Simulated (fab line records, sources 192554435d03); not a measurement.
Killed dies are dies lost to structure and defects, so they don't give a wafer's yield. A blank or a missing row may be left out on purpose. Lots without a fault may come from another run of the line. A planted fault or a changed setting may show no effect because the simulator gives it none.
A struck lot beside a sound one | flow n5_finfet | 15 steps out of a route of 1938
Sound: wafers L546.1, L546.2, L546.4. Struck: wafer L549.1. (L549.3, L549.4 of the same lot were not struck and are left out.) The cause comes at the end.
At each step with rows: each side's tool, then ch and its chambers, then its first start. Under that, the readings that differ: sound wafers | struck wafers | difference of the means | sigmas: that difference in standard deviations of wafers without a fault.
alike: readings whose means differ by less than 2 such deviations, and words and numbers that are the same on both sides. not compared: withheld readings, readings that some wafer has no value for, bounds like >300 that may hide the same value, and numbers for which the record gives no deviation and whose values overlap.
The two part at a step that has a row with sigmas, a row that says differs or no value, or rows on one side only. Numbers that don't overlap but have no deviation are shown without sigmas and don't part them. A reading that every wafer of one side lacks parts them only if that side has two wafers or more.

first, 1 step without rows for these wafers: N5_BEOL_M11_STRIP_73 (strips in C4F6/O2).
N5_BEOL_M11_STRIP_36: strips in N2/H2.
  sound on rie_diel-04 ch 0,2,3, day 11 07:02; struck on rie_diel-05 ch 3, day 12 08:46
  reading                | sound          | struck | difference | sigmas
  oes_product_au (a.u.)  | 0.72 0.75 0.71 | 0.99   | +0.26      | +4
  rf_hours_counter_h (h) | 196 178 201    | 1      | -191       |
  alike: drypump_motor_current_A, rf_vpp_V, showerhead_plenum_p_Torr, throttle_valve_pct
N5_BEOL_M11_TRENCH_ETCH_37: etches SiCOH lowk in C4F6/O2, target depth 148.83 nm, time 48 s.
  sound on rie_diel-04 ch 0,2,3; struck on rie_diel-05 ch 3
  reading                | sound          | struck | difference | sigmas
  oes_product_au (a.u.)  | 0.72 0.73 0.71 | 0.98   | +0.26      | +4
  rf_hours_counter_h (h) | 196 178 201    | 1      | -191       |
  alike: drypump_motor_current_A, rf_fwd_power_W, rf_vpp_V, showerhead_plenum_p_Torr, throttle_valve_pct
then, 1 step without rows for these wafers: N5_BEOL_M11_ETCH_41 (etches SiCN in CH3F/O2, target depth 42.6 nm, time 86 s).
N5_BEOL_M11_STRIP_77: strips in N2/H2, time 10 s.
  sound on rie_diel-04 ch 0,2,3; struck on rie_diel-05 ch 3
  reading                | sound          | struck | difference | sigmas
  oes_product_au (a.u.)  | 0.73 0.72 0.72 | 0.99   | +0.27      | +4
  rf_hours_counter_h (h) | 196 178 201    | 1      | -191       |
  alike: drypump_motor_current_A, rf_vpp_V, showerhead_plenum_p_Torr, throttle_valve_pct
N5_BEOL_M11_OCD_MEAS_38:
  sound on ocd-01, day 11 07:16; struck on ocd-02, day 12 08:59
  alike: trench_depth_nm
then, 4 steps without rows for these wafers: N5_BEOL_M11_HM_STRIP_39 (strips TiN in peroxide tin strip, target depth 25 nm, time 158 s); N5_BEOL_M11_SRD_40 (time 30 s); N5_BEOL_M11_PRECLEAN_42 (cleans in residue remover, time 60 s); N5_BEOL_M11_SRD_43 (time 30 s).
N5_BEOL_M11_CD_MEAS_35: target cd 70 nm.
  sound on cd_sem-01, day 11 07:25; struck on cd_sem-01, day 12 09:08
  alike: cd_nm
N5_BEOL_M11_CURE_72: cures SiCOH lowk, time 120 s.
  sound on uv_cure-03 ch 1, day 11 07:28; struck on uv_cure-02 ch 2, day 12 09:19
  alike: lamp_power_pct, wafer_temp_C_max
N5_BEOL_M11_DEGAS_44: time 60 s.
  sound on pvd_sputter-03, day 11 08:04; struck on pvd_sputter-03, day 12 10:01
  reading              | sound                | struck | difference | sigmas
  susceptor_temp_C (C) | 250.06 249.84 250.05 | 247.90 | -2.08      | -12
  alike: heater_power_w
N5_BEOL_M11_PRE_CLEAN_45: time 30 s.
  sound on pvd_sputter-03, day 11 08:06; struck on pvd_sputter-03, day 12 10:03
  alike: heater_power_w
N5_PASSIVATION_PROBE_49:
  the record has rows for the sound wafers here (prober-01, day 13 01:22) and none for the struck ones

WHERE THEY PART
First at N5_BEOL_M11_STRIP_36; last, within this record, at N5_PASSIVATION_PROBE_49.

WHY: what the simulator had put in
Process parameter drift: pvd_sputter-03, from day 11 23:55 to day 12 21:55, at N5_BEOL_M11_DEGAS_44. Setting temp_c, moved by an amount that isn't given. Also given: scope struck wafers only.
